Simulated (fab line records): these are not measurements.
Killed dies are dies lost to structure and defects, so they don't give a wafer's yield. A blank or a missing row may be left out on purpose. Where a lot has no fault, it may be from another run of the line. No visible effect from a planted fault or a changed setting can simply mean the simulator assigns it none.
Which tool did it?	flow n5_finfet	Sampling: 24 lots, 72 wafers, 5 of 1938 route steps

== WHAT THE GAUGES SHOWED, per wafer ==
N5_FIN_SAQP_THK_MEAS_05. Usual: thk_nm 38.0 nm, standard deviation 0.55.
lot	measured	on	thk_nm (nm)	flag
L074	day 1 21:19	film_metro-01	37.3 38.4 38.9	
L075	day 2 02:50	film_metro-01	37.5 37.8 37.9	
L076	day 2 09:53	film_metro-02	37.7 38.0 37.7	
L077	day 2 16:08	film_metro-02	38.3 38.0 38.6	
L078	day 2 21:38	film_metro-02	36.8 37.3 37.5	
L079	day 3 02:46	film_metro-02	37.6 36.9 37.4	
L080	day 3 09:16	film_metro-02	37.4 38.0 38.7	
L081	day 3 15:34	film_metro-01	37.9 38.3 38.4	
L082	day 3 21:00	film_metro-02	37.2 38.0 39.1	
L083	day 4 03:15	film_metro-01	38.9 37.6 37.9	
L084	day 4 09:00	film_metro-01	37.7 38.9 38.3	
L085	day 4 15:16	film_metro-02	39.0 37.9 38.8	
L086	day 4 22:38	film_metro-01	38.0 38.6 38.0	
L087	day 5 04:01	film_metro-01	38.2 38.5 38.5	
L088	day 5 09:35	film_metro-02	37.7 37.2 38.1	
L089	day 5 14:50	film_metro-02	37.2 38.1 38.0	
L090	day 5 20:43	film_metro-01	37.6 37.8 38.0	
L091	day 6 04:22	film_metro-01	37.2 37.4 37.6	
L092	day 6 09:14	film_metro-02	37.5 38.4 38.4	
L093	day 6 14:52	film_metro-01	38.1 38.0 38.1	
L094	day 6 21:40	film_metro-02	37.2 36.9 38.4	
L095	day 7 03:20	film_metro-02	38.9 39.3 39.2	
L096	day 7 09:44	film_metro-01	38.2 38.4 38.9	
L097	day 7 15:25	film_metro-02	38.0 38.4 38.7	

N5_FIN_SAQP_CD_MEAS_27: the cd target is 20 nm. Usual: cd_nm 20.29 nm, standard deviation 0.23.
lot	measured	on	cd_nm (nm)	flag
L074	day 2 00:10	cd_sem-02	20.40 20.18 20.59	
L075	day 2 05:37	cd_sem-03	20.29 20.30 19.97	
L076	day 2 13:31	cd_sem-02	20.27 20.45 20.17	
L077	day 2 19:05	cd_sem-02	20.20 20.03 19.86	
L078	day 3 00:41	cd_sem-03	20.36 20.43 19.90	
L079	day 3 05:38	cd_sem-01	20.38 19.64 19.91	
L080	day 3 12:31	cd_sem-03	20.52 20.40 20.46	
L081	day 3 18:43	cd_sem-02	20.30 20.14 20.19	
L082	day 4 00:18	cd_sem-03	20.08 20.65 20.43	
L083	day 4 06:11	cd_sem-02	20.01 20.33 20.37	
L084	day 4 11:53	cd_sem-02	20.27 20.18 20.23	
L085	day 4 20:31	cd_sem-02	20.00 20.13 19.88	
L086	day 5 03:07	cd_sem-02	20.43 20.51 20.22	
L087	day 5 06:59	cd_sem-01	20.26 19.97 20.19	
L088	day 5 12:31	cd_sem-02	20.35 19.92 20.43	
L089	day 5 18:50	cd_sem-01	20.05 20.32 19.87	
L090	day 6 00:13	cd_sem-03	20.42 20.20 20.19	
L091	day 6 07:28	cd_sem-03	20.07 20.19 20.43	
L092	day 6 12:17	cd_sem-01	20.52 20.33 20.47	
L093	day 6 17:56	cd_sem-03	20.27 20.34 20.43	
L094	day 7 00:46	cd_sem-03	20.33 20.32 20.69	
L095	day 7 06:32	cd_sem-01	20.53 20.65 20.58	
L096	day 7 12:59	cd_sem-01	20.47 20.25 20.52	
L097	day 7 18:08	cd_sem-03	20.08 20.12 20.57	

== WHICH TOOL RAN EACH LOT (tool, then ch and the chambers of the sampled wafers, then the start) ==
lot	N5_ZERO_LAYER_DESCUM_16	N5_WELL_APT_EPI_41	N5_FIN_SAQP_SPACER1_ETCHBACK_25
L074	rie_diel-01 ch 0,3, day 1 12:48	epi_rpcvd-03 ch 0, day 1 16:21	rie_diel-02 ch 0,1,2, day 1 23:58
L075	rie_diel-06 ch 0,3, day 1 18:43	epi_rpcvd-01 ch 0, day 1 22:20	rie_diel-02 ch 0,1,2, day 2 05:25
L076	rie_diel-06 ch 1,2, day 2 01:05	epi_rpcvd-03 ch 0, day 2 05:08	rie_diel-04 ch 0,1,2, day 2 13:19
L077	rie_diel-06 ch 0,3, day 2 07:11	epi_rpcvd-03 ch 0, day 2 10:29	rie_diel-02 ch 0,2,3, day 2 18:53
L078	rie_diel-06 ch 0,2, day 2 12:48	epi_rpcvd-03 ch 0, day 2 16:41	rie_diel-02 ch 2,3, day 3 00:29
L079	rie_diel-01 ch 0,2, day 2 18:49	epi_rpcvd-01 ch 0, day 2 22:13	rie_diel-04 ch 1,2,3, day 3 05:26
L080	rie_diel-03 ch 0,1,2, day 3 00:49	epi_rpcvd-01 ch 0, day 3 04:13	rie_diel-02 ch 0,2, day 3 12:19
L081	rie_diel-06 ch 1,3, day 3 06:54	epi_rpcvd-01 ch 0, day 3 10:50	rie_diel-04 ch 0,1,2, day 3 18:31
L082	rie_diel-03 ch 0,1,2, day 3 12:50	epi_rpcvd-03 ch 0, day 3 16:24	rie_diel-02 ch 0,2,3, day 4 00:05
L083	rie_diel-03 ch 0,2,3, day 3 18:42	epi_rpcvd-01 ch 0, day 3 22:26	rie_diel-04 ch 0,2,3, day 4 05:59
L084	rie_diel-06 ch 1,3, day 4 00:49	epi_rpcvd-03 ch 0, day 4 04:09	rie_diel-04 ch 1,2, day 4 11:41
L085	rie_diel-01 ch 0,1,2, day 4 06:48	epi_rpcvd-01 ch 0, day 4 10:39	rie_diel-05 ch 1,2, day 4 20:17
L086	rie_diel-06 ch 1,2, day 4 12:41	epi_rpcvd-01 ch 0, day 4 16:05	rie_diel-04 ch 0,2,3, day 5 02:55
L087	rie_diel-06 ch 0,1, day 4 18:41	epi_rpcvd-03 ch 0, day 4 22:29	rie_diel-04 ch 0,2,3, day 5 06:46
L088	rie_diel-01 ch 1,2,3, day 5 00:53	epi_rpcvd-01 ch 0, day 5 04:49	rie_diel-04 ch 0,1,3, day 5 12:19
L089	rie_diel-01 ch 1,2, day 5 06:50	epi_rpcvd-01 ch 0, day 5 10:05	rie_diel-02 ch 2,3, day 5 18:39
L090	rie_diel-03 ch 1,2, day 5 12:48	epi_rpcvd-04 ch 0, day 5 16:17	rie_diel-02 ch 0,2, day 6 00:01
L091	rie_diel-06 ch 0,1,3, day 5 18:41	epi_rpcvd-01 ch 0, day 5 23:11	rie_diel-02 ch 0,1,3, day 6 07:16
L092	rie_diel-06 ch 0,1,2, day 6 00:51	epi_rpcvd-01 ch 0, day 6 04:18	rie_diel-02 ch 1,2,3, day 6 12:05
L093	rie_diel-01 ch 0,2, day 6 06:53	epi_rpcvd-03 ch 0, day 6 10:38	rie_diel-04 ch 2,3, day 6 17:44
L094	rie_diel-03 ch 0,3, day 6 12:41	epi_rpcvd-01 ch 0, day 6 16:07	rie_diel-05 ch 1,2,3, day 7 00:34
L095	rie_diel-03 ch 0,2, day 6 18:41	epi_rpcvd-04 ch 0, day 6 21:57	rie_diel-04 ch 0,1,2, day 7 06:20
L096	rie_diel-03 ch 0,1, day 7 00:41	epi_rpcvd-03 ch 0, day 7 04:13	rie_diel-05 ch 0,1, day 7 12:47
L097	rie_diel-03 ch 2,3, day 7 07:08	epi_rpcvd-04 ch 0, day 7 10:45	rie_diel-04 ch 0,2,3, day 7 17:56
- N5_ZERO_LAYER_DESCUM_16: chemistry O2, time 7.9 s.
- N5_WELL_APT_EPI_41: deposits Si from SiH4/H2, target thk 50 nm, time 297.7 s.
- N5_FIN_SAQP_SPACER1_ETCHBACK_25: etches SiO2 in CHF3/O2, target depth 24.4 nm, time 12.2 s.

== WHAT THE TOOLS THEMSELVES READ (means of the sampled wafers that have a number; where no wafer has one, the mark that the record gives instead) ==
N5_ZERO_LAYER_DESCUM_16. Usual: drypump_motor_current_A 5.6 A, standard deviation 0.54; oes_product_au 0.79 a.u., standard deviation 0.082; rf_vpp_V 243.4 V, standard deviation 1.3; showerhead_plenum_p_Torr 2.12 Torr, standard deviation 0.061; throttle_valve_pct 20.45 %, standard deviation 0.26.
lot	tool	drypump_motor_current_A (A)	oes_product_au (a.u.)	rf_vpp_V (V)	showerhead_plenum_p_Torr (Torr)	throttle_valve_pct (%)	flag
L074	rie_diel-01	6.2	0.71	243.3	2.09	20.53	
L075	rie_diel-06	6.2	0.77	244.1	2.13	20.29	
L076	rie_diel-06	5.5	0.73	245.1	2.17	20.61	
L077	rie_diel-06	6.2	0.76	244.5	2.13	20.30	
L078	rie_diel-06	6.2	0.76	243.9	2.17	20.13	
L079	rie_diel-01	6.0	0.78	244.7	2.16	20.63	
L080	rie_diel-03	5.2	0.81	243.5	2.11	20.58	
L081	rie_diel-06	5.7	0.76	244.4	2.13	20.56	
L082	rie_diel-03	5.2	0.82	243.1	2.11	20.58	
L083	rie_diel-03	5.1	0.78	242.7	2.11	20.52	
L084	rie_diel-06	5.4	0.72	243.9	2.14	20.71	
L085	rie_diel-01	5.9	0.76	242.9	2.12	20.60	
L086	rie_diel-06	5.7	0.74	244.3	2.16	20.41	
L087	rie_diel-06	6.1	0.89	244.0	2.14	20.13	
L088	rie_diel-01	6.0	0.82	242.8	2.10	20.39	
L089	rie_diel-01	5.8	0.75	243.4	2.08	20.56	
L090	rie_diel-03	5.1	0.83	243.2	2.10	20.54	
L091	rie_diel-06	5.9	0.80	244.6	2.14	20.36	
L092	rie_diel-06	5.9	0.80	243.2	2.15	20.28	
L093	rie_diel-01	5.9	0.78	243.7	2.18	20.59	
L094	rie_diel-03	4.9	0.86	242.9	2.07	20.42	
L095	rie_diel-03	5.2	0.87	243.5	2.14	20.40	
L096	rie_diel-03	5.2	0.89	243.0	2.07	20.54	
L097	rie_diel-03	5.0	0.80	243.5	2.10	20.50	

N5_WELL_APT_EPI_41. Usual: throttle_valve_pct 11.46 %, standard deviation 0.2.
lot	tool	throttle_valve_pct (%)	flag
L074	epi_rpcvd-03	11.40	
L075	epi_rpcvd-01	11.61	
L076	epi_rpcvd-03	11.49	
L077	epi_rpcvd-03	11.41	
L078	epi_rpcvd-03	11.42	
L079	epi_rpcvd-01	11.55	
L080	epi_rpcvd-01	11.36	
L081	epi_rpcvd-01	11.51	
L082	epi_rpcvd-03	11.52	
L083	epi_rpcvd-01	11.55	
L084	epi_rpcvd-03	11.50	
L085	epi_rpcvd-01	11.76	
L086	epi_rpcvd-01	11.44	
L087	epi_rpcvd-03	11.41	
L088	epi_rpcvd-01	11.69	
L089	epi_rpcvd-01	11.56	
L090	epi_rpcvd-04	11.12	
L091	epi_rpcvd-01	11.59	
L092	epi_rpcvd-01	11.60	
L093	epi_rpcvd-03	11.48	
L094	epi_rpcvd-01	11.49	
L095	epi_rpcvd-04	11.09	
L096	epi_rpcvd-03	11.50	
L097	epi_rpcvd-04	11.08	

N5_FIN_SAQP_SPACER1_ETCHBACK_25. Usual: bias_w 170.0 W, standard deviation 0.48; drypump_motor_current_A 5.7 A, standard deviation 0.43; mfc_ar_sccm 200.0 sccm, standard deviation 0.6; oes_o_777_au 0.76 a.u., standard deviation 0.066; oes_product_au 0.76 a.u., standard deviation 0.064; rf_vpp_V 526 V, standard deviation 10; showerhead_plenum_p_Torr 2.42 Torr, standard deviation 0.091; throttle_valve_pct 18.90 %, standard deviation 0.26.
lot	tool	bias_w (W)	drypump_motor_current_A (A)	mfc_ar_sccm (sccm)	oes_o_777_au (a.u.)	oes_product_au (a.u.)	rf_vpp_V (V)	showerhead_plenum_p_Torr (Torr)	throttle_valve_pct (%)	flag
L074	rie_diel-02	170.3	6.0	200.6	0.81	0.81	529	2.46	18.83	
L075	rie_diel-02	170.1	6.0	199.4	0.82	0.80	529	2.46	18.85	
L076	rie_diel-04	170.1	5.7	200.7	0.79	0.79	517	2.40	18.82	
L077	rie_diel-02	170.1	5.7	199.9	0.80	0.80	535	2.42	18.79	
L078	rie_diel-02	170.1	5.4	200.1	0.79	0.81	539	2.45	18.79	
L079	rie_diel-04	169.6	5.7	200.6	0.75	0.75	523	2.45	19.09	
L080	rie_diel-02	170.0	6.2	199.8	0.85	0.84	535	2.47	18.77	
L081	rie_diel-04	169.7	5.7	200.3	0.78	0.78	518	2.40	18.84	
L082	rie_diel-02	170.6	5.7	200.9	0.78	0.79	536	2.42	18.81	
L083	rie_diel-04	169.8	5.8	200.6	0.77	0.78	516	2.39	18.82	
L084	rie_diel-04	170.2	5.8	199.5	0.76	0.75	519	2.38	18.95	
L085	rie_diel-05	170.4	5.8	200.2	0.75	0.72	526	2.42	18.80	
L086	rie_diel-04	169.7	5.8	200.2	0.77	0.77	517	2.39	18.84	
L087	rie_diel-04	169.9	5.8	200.1	0.76	0.76	516	2.39	18.84	
L088	rie_diel-04	170.3	5.5	200.0	0.76	0.75	521	2.45	19.02	
L089	rie_diel-02	170.3	5.9	200.0	0.83	0.82	539	2.49	18.80	
L090	rie_diel-02	169.8	6.2	199.5	0.82	0.81	533	2.46	18.82	
L091	rie_diel-02	170.5	5.5	200.4	0.71	0.71	529	2.38	18.91	
L092	rie_diel-02	169.9	5.7	200.1	0.77	0.77	533	2.47	18.88	
L093	rie_diel-04	169.5	5.9	200.5	0.73	0.72	522	2.43	19.13	
L094	rie_diel-05	169.9	6.0	199.7	0.73	0.73	526	2.40	18.92	
L095	rie_diel-04	170.0	5.7	199.2	0.75	0.75	517	2.38	18.88	
L096	rie_diel-05	170.2	6.2	200.2	0.68	0.68	530	2.33	19.21	
L097	rie_diel-04	169.9	5.8	200.2	0.75	0.75	516	2.38	18.87	

== THE ANSWER, worked out from the rows above alone ==
Rule: lot off if the mean of its wafers having a number is beyond 3 standard deviations from the usual mean. A lot without any number at a reading at which 4 lots or more have one is off too. Where the step has rows for the other lots, those lots are counted as sound. First the gauges in route order, then the tools' own readings, where a lot's mean is used as printed above. The first step at which some lot is off is used, and at that step the reading that is off furthest; a lot without a number counts as furthest.
Nothing can be told from this: no lot is off at any reading shown.

== WHAT THE SIMULATOR HAD PUT IN ==
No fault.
